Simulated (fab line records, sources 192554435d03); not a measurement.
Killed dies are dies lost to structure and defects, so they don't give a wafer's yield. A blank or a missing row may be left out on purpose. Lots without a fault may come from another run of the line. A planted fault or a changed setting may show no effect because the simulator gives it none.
Which tool did it? | flow n5_finfet | 10 lots, 30 wafers sampled, at 4 steps of a route of 1938

WHAT THE GAUGES READ, wafer by wafer
N5_MOL_CONTACT_COAG_CD_MEAS_40: target cd 25.1 nm. Usual: cd_nm 25.05 nm, standard deviation 0.22.
lot  | measured     | on        | cd_nm (nm)        | flag
L328 | day 5 03:59  | cd_sem-03 | 25.47 25.08 24.75 |
L329 | day 5 10:33  | cd_sem-03 | 24.88 25.12 24.99 |
L330 | day 5 19:46  | cd_sem-02 | 24.77 24.54 24.90 |
L331 | day 6 02:31  | cd_sem-03 | 25.06 25.32 25.02 |
L332 | day 6 03:30  | cd_sem-03 | 25.13 25.10 24.54 |
L335 | day 6 22:11  | cd_sem-03 | 24.93 25.53 24.81 |
L336 | day 7 05:56  | cd_sem-01 | 25.19 25.38 24.83 |
L337 | day 7 13:49  | cd_sem-03 | 25.33 24.38 24.84 |
L342 | day 8 20:13  | cd_sem-01 | 24.92 25.32 24.73 |
L350 | day 11 01:28 | cd_sem-01 | 25.51 25.05 25.01 |

N5_MOL_CONTACT_COAG_INSPECT_42: inspects for defects (brightfield). Usual: raw_defect_count 226, standard deviation 70.
lot  | measured     | on                | raw_defect_count | flag
L328 | day 5 04:05  | defect_inspect-01 | 148 181 153      |
L329 | day 5 10:38  | defect_inspect-01 | 272 416 329      |
L330 | day 5 19:51  | defect_inspect-02 | 269 292 352      |
L331 | day 6 02:37  | defect_inspect-02 | 241 222 234      |
L332 | day 6 03:35  | defect_inspect-02 | 298 379 194      |
L335 | day 6 22:17  | defect_inspect-01 | 214 320 209      |
L336 | day 7 06:02  | defect_inspect-01 | 203 257 188      |
L337 | day 7 13:55  | defect_inspect-01 | 164 170 208      |
L342 | day 8 20:19  | defect_inspect-02 | 174 497 161      |
L350 | day 11 01:34 | defect_inspect-01 | 175 141 149      |

WHICH TOOL RAN EACH LOT (tool, then ch and the chambers of the sampled wafers, then the start)
lot  | N5_MOL_CONTACT_COAG_ETCHBACK_135  | N5_MOL_CONTACT_COAG_STRIP_96
L328 | rie_diel-05 ch 1,2,3, day 5 03:18 | rie_diel-05 ch 1,2,3, day 5 03:24
L329 | rie_diel-04 ch 1,3, day 5 09:40   | rie_diel-04 ch 1,3, day 5 09:46
L330 | rie_diel-04 ch 0,2,3, day 5 19:02 | rie_diel-04 ch 0,2,3, day 5 19:08
L331 | rie_diel-04 ch 1,3, day 6 01:40   | rie_diel-04 ch 1,3, day 6 01:46
L332 | rie_diel-05 ch 0,1,3, day 6 02:49 | rie_diel-05 ch 0,1,3, day 6 02:55
L335 | rie_diel-04 ch 2,3, day 6 21:30   | rie_diel-04 ch 2,3, day 6 21:36
L336 | rie_diel-04 ch 0,1,2, day 7 05:16 | rie_diel-04 ch 0,1,2, day 7 05:22
L337 | rie_diel-03 ch 0,1,2, day 7 13:08 | rie_diel-03 ch 0,1,2, day 7 13:14
L342 | rie_diel-04 ch 0,2,3, day 8 19:23 | rie_diel-04 ch 0,2,3, day 8 19:29
L350 | rie_diel-03 ch 2,3, day 11 00:47  | rie_diel-03 ch 2,3, day 11 00:53
- N5_MOL_CONTACT_COAG_ETCHBACK_135: etches SiO2 in CHF3, target depth 25 nm, time 16.7 s.
- N5_MOL_CONTACT_COAG_STRIP_96: strips in N2/H2.

WHAT THE TOOLS THEMSELVES READ (means of the sampled wafers that have a number; where no wafer has one, the mark that the record gives instead)
N5_MOL_CONTACT_COAG_ETCHBACK_135. Usual: drypump_motor_current_A 5.9 A, standard deviation 0.35; oes_f_703_au 0.77 a.u., standard deviation 0.071; oes_product_au 0.77 a.u., standard deviation 0.072; rf_vpp_V 526 V, standard deviation 6.8; showerhead_plenum_p_Torr 2.41 Torr, standard deviation 0.066; throttle_valve_pct 18.77 %, standard deviation 0.24.
lot  | tool        | drypump_motor_current_A (A) | oes_f_703_au (a.u.) | oes_product_au (a.u.) | rf_vpp_V (V) | showerhead_plenum_p_Torr (Torr) | throttle_valve_pct (%) | flag
L328 | rie_diel-05 | 5.6                         | 0.84                | 0.85                  | 529          | 2.41                            | 18.63                  |
L329 | rie_diel-04 | 6.4                         | 0.73                | 0.72                  | 522          | 2.43                            | 18.97                  |
L330 | rie_diel-04 | 6.2                         | 0.76                | 0.76                  | 527          | 2.40                            | 18.91                  |
L331 | rie_diel-04 | 6.4                         | 0.72                | 0.72                  | 521          | 2.43                            | 19.01                  |
L332 | rie_diel-05 | 5.6                         | 0.83                | 0.83                  | 524          | 2.45                            | 18.59                  |
L335 | rie_diel-04 | 6.2                         | 0.76                | 0.77                  | 523          | 2.37                            | 19.00                  |
L336 | rie_diel-04 | 6.2                         | 0.72                | 0.72                  | 526          | 2.42                            | 18.95                  |
L337 | rie_diel-03 | 5.6                         | 0.78                | 0.77                  | 526          | 2.42                            | 18.56                  |
L342 | rie_diel-04 | 6.2                         | 0.73                | 0.73                  | 527          | 2.39                            | 18.96                  |
L350 | rie_diel-03 | 5.7                         | 0.80                | 0.81                  | 526          | 2.46                            | 18.64                  |

N5_MOL_CONTACT_COAG_STRIP_96. Usual: drypump_motor_current_A 5.9 A, standard deviation 0.35; oes_product_au 0.77 a.u., standard deviation 0.073; power_w 500.0 W, standard deviation 1.5; rf_vpp_V 122.2 V, standard deviation 1.2; showerhead_plenum_p_Torr 3.41 Torr, standard deviation 0.092; throttle_valve_pct 19.0 %, standard deviation 0.37.
lot  | tool        | drypump_motor_current_A (A) | oes_product_au (a.u.) | power_w (W) | rf_vpp_V (V) | showerhead_plenum_p_Torr (Torr) | throttle_valve_pct (%) | flag
L328 | rie_diel-05 | 5.6                         | 0.85                  | 499.7       | 121.3        | 3.40                            | 18.8                   |
L329 | rie_diel-04 | 6.4                         | 0.73                  | 500.2       | 122.0        | 3.43                            | 18.9                   |
L330 | rie_diel-04 | 6.2                         | 0.75                  | 499.5       | 122.8        | 3.40                            | 19.2                   |
L331 | rie_diel-04 | 6.4                         | 0.72                  | 500.4       | 121.8        | 3.43                            | 19.0                   |
L332 | rie_diel-05 | 5.7                         | 0.83                  | 499.6       | 122.7        | 3.44                            | 18.6                   |
L335 | rie_diel-04 | 6.2                         | 0.77                  | 499.8       | 122.1        | 3.36                            | 19.3                   |
L336 | rie_diel-04 | 6.3                         | 0.72                  | 499.0       | 121.4        | 3.43                            | 19.3                   |
L337 | rie_diel-03 | 5.6                         | 0.76                  | 501.0       | 122.3        | 3.41                            | 18.7                   |
L342 | rie_diel-04 | 6.2                         | 0.73                  | 500.0       | 123.0        | 3.39                            | 19.3                   |
L350 | rie_diel-03 | 5.7                         | 0.81                  | 500.5       | 121.4        | 3.46                            | 18.7                   |

THE ANSWER, worked out from the rows above alone
Rule: a lot is off if the mean of its wafers that have a number lies more than 3 standard deviations from the usual mean. A lot without any number at a reading at which 4 lots or more have one is off too. The other lots that the step has rows for count as sound. The gauges are gone through in route order, then the tools' own readings, and for those a lot's mean is taken as printed above. The first step at which some lot is off is used, and at that step the reading that is off furthest; a lot without a number counts as furthest.
No lot is off at any reading shown: from this, nothing can be told.

WHAT THE SIMULATOR HAD PUT IN
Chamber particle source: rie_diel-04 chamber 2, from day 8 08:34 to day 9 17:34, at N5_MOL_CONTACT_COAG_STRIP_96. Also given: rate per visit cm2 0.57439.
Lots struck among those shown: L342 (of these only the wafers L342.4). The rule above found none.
